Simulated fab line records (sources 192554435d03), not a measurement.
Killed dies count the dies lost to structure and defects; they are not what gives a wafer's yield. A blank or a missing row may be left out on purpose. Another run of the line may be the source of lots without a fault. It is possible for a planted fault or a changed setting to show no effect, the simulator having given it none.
Matching of chambers -- flow n5Finfet -- cvdCo-02 running N5_BEOL_M1_PRE_CLEAN_60: 3 sister chambers
The step time 15 s. 3 wafers are shown with their chamber, then 12 later ones without.

EACH WAFER AND ITS CHAMBER
wafer,chamber,heaterPowerW (W)
L087.1,0,62
L087.4,2,68
L087.5,1,95

WAFERS WITH NO CHAMBER GIVEN
wafer,heaterPowerW (W)
L088.2,60
L088.5,70
L088.6,92
L093.1,69
L093.4,91
L093.5,60
L095.1,61
L095.2,68
L095.4,61
L096.2,93
L096.3,60
L096.5,91

EACH ONE'S CHAMBER
wafer,from the rows above,in truth
L088.2,0,0
L088.5,2,2
L088.6,1,1
L093.1,2,2
L093.4,1,1
L093.5,0,0
L095.1,0,0
L095.2,2,2
L095.4,0,0
L096.2,1,1
L096.3,0,0
L096.5,1,1
Correct placement for 12 of the 12. Not placeable from these rows: 0. Number placed wrongly: 0.
How it was worked out, from the rows above alone: a wafer's distance from a chamber is the root of the sum, over the readings, of the square of ((its reading less the chamber's mean) divided by the reading's scatter). The wafer belongs to the nearest chamber; if the next one is less than 2 further off, it can't be placed. The mean given for a chamber averages the wafers shown for that chamber. The scatter (one wafer shown for each chamber): square how far every hidden wafer sits from the nearest shown wafer, average those squares and take the square root.
